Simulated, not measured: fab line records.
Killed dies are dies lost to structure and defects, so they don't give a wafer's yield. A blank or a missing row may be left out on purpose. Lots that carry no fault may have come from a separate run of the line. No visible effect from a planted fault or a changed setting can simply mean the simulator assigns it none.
Split-lot trial -- flow n5-finfet -- 7 lots, 39 wafers read, on a route of 1938 steps

== ON THE SPLIT ==
At N5_SD_EPI_N_EPI_21 (deposits Si:P, time 690 s), the setting epi-growth-time-s was moved away from the recipe's 690 s on 6 of the 39 wafers read, by -6.5% to -6.1%. The other wafers ran this setting at the recipe's value.

No step appears in the file between the split and the reading.

== THE READING ==
Si-P_of_SD_EPI_N_EPI_21.thk-nm (the simulator's own value, which no gauge read), in nm, at N5_SD_EPI_N_PRECLEAN_24 (cleans in O3/DIW, time 60 s). No usual value for it is given in the file. The 33 wafers here that ran the recipe average 58.6 nm, standard deviation 0.65 nm.

wafer,"tool, chamber at the split","epi-growth-time-s as run, s",against the recipe,"Si-P_of_SD_EPI_N_EPI_21.thk-nm, nm",against lot-mates on the recipe
L075.1,"epi-rpcvd-02, 0",690,recipe,58.4,-
L075.2,"epi-rpcvd-02, 0",690,recipe,59,-
L075.3,"epi-rpcvd-02, 0",647.9,-6.1%,56.2,-2.5
L075.4,"epi-rpcvd-02, 0",647.9,-6.1%,55.4,-3.3
L075.5,"epi-rpcvd-02, 0",647.9,-6.1%,56.8,-1.9
L075.6,"epi-rpcvd-02, 0",690,recipe,58.6,-
L079.1,"epi-rpcvd-04, 0",690,recipe,58.4,-
L079.2,"epi-rpcvd-04, 0",690,recipe,58.2,-
L079.5,"epi-rpcvd-04, 0",690,recipe,58.2,-
L079.3,"epi-rpcvd-04, 0",690,recipe,58.6,-
L079.4,"epi-rpcvd-04, 0",690,recipe,59.2,-
L079.6,"epi-rpcvd-04, 0",690,recipe,59,-
L081.1,"epi-rpcvd-02, 0",690,recipe,58,-
L081.2,"epi-rpcvd-02, 0",690,recipe,57.8,-
L081.3,"epi-rpcvd-02, 0",690,recipe,57.6,-
L081.4,"epi-rpcvd-02, 0",690,recipe,57.6,-
L081.5,"epi-rpcvd-02, 0",690,recipe,58.2,-
L081.6,"epi-rpcvd-02, 0",690,recipe,58.2,-
L089.1,"epi-rpcvd-02, 0",690,recipe,60,-
L089.3,"epi-rpcvd-02, 0",690,recipe,59.4,-
L089.4,"epi-rpcvd-02, 0",690,recipe,59.6,-
L090.1,"epi-rpcvd-03, 0",690,recipe,59.6,-
L090.5,"epi-rpcvd-03, 0",690,recipe,59.6,-
L090.2,"epi-rpcvd-03, 0",690,recipe,58.8,-
L090.4,"epi-rpcvd-03, 0",690,recipe,58.8,-
L090.3,"epi-rpcvd-03, 0",690,recipe,59.4,-
L090.6,"epi-rpcvd-03, 0",690,recipe,59,-
L095.1,"epi-rpcvd-02, 0",690,recipe,59.4,-
L095.2,"epi-rpcvd-02, 0",690,recipe,58,-
L095.3,"epi-rpcvd-02, 0",690,recipe,58,-
L095.4,"epi-rpcvd-02, 0",690,recipe,58,-
L095.5,"epi-rpcvd-02, 0",690,recipe,58.2,-
L095.6,"epi-rpcvd-02, 0",690,recipe,57.6,-
L096.1,"epi-rpcvd-03, 0",690,recipe,59.2,-
L096.2,"epi-rpcvd-03, 0",690,recipe,58.8,-
L096.4,"epi-rpcvd-03, 0",690,recipe,58.8,-
L096.3,"epi-rpcvd-03, 0",645.2,-6.5%,56.2,-2.7
L096.5,"epi-rpcvd-03, 0",645.2,-6.5%,56.6,-2.3
L096.6,"epi-rpcvd-03, 0",645.2,-6.5%,57.2,-1.7

FIT RESULTS
A straight line over all 39 wafers: Si-P_of_SD_EPI_N_EPI_21.thk-nm changes by +0.354 nm for each +1% of epi-growth-time-s; r = +0.78; the points scatter about the line by 0.66 nm.
The same after taking each lot's own level away (the mean of its wafers on the recipe; 39 wafers): +0.38 nm for each +1%; r = +0.91; scatter 0.41 nm.
According to that fit, moving epi-growth-time-s by its largest amount changes the reading by 2.5 nm.
Measured against the standard deviation above, the lots' own levels, which go from 57.90 to 59.67 nm, span 2.7 times it.
So the lot-to-lot level blurs the effect unless lot-mates are compared.
Check: for one of the wafers moved furthest among these (-6.5%), held out of the fit, the line's prediction against its lot-mates is -2.41 nm. Against them it came out at -2.73 nm.

== ADDITIONAL SPLITS CARRIED BY THESE WAFERS ==
These wafers also went through other splits before the reading. Each is held against what the fit with the lots' levels taken away leaves over:
other split on the same wafers,wafers away from the commonest value,r with Si-P_of_SD_EPI_N_EPI_21.thk-nm (lot level and that fit taken away)
N5_WELL_APT_IMPLANT_14 energy-kev,15,+0.26
N5_FIN_SAQP_SPACER1_ALD_24 ald-cycles,9,+0.18
N5_DUMMY_GATE_ETCH_37 source-w,6,+0.03

== THE WHOLE CHAIN: every reading that the file lists as answering this split, in the file's order ==
step,what it does,reading,change (the file's fit),r (the file's)
N5_SD_EPI_N_EPI_21,"deposits Si:P, time 690 s","Si-P_of_SD_EPI_N_EPI_21.thk-nm (the simulator's own value, which no gauge read)",+0.391 nm for each +1% of the setting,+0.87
N5_SD_EPI_N_PRECLEAN_24,"cleans in O3/DIW, time 60 s","Si-P_of_SD_EPI_N_EPI_21.thk-nm (the simulator's own value, which no gauge read)",+0.38 nm for each +1% of the setting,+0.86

== THE FILE'S OWN FIT ==
Si-P_of_SD_EPI_N_EPI_21.thk-nm changes by +0.38 nm for each +1% of epi-growth-time-s, r = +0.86.
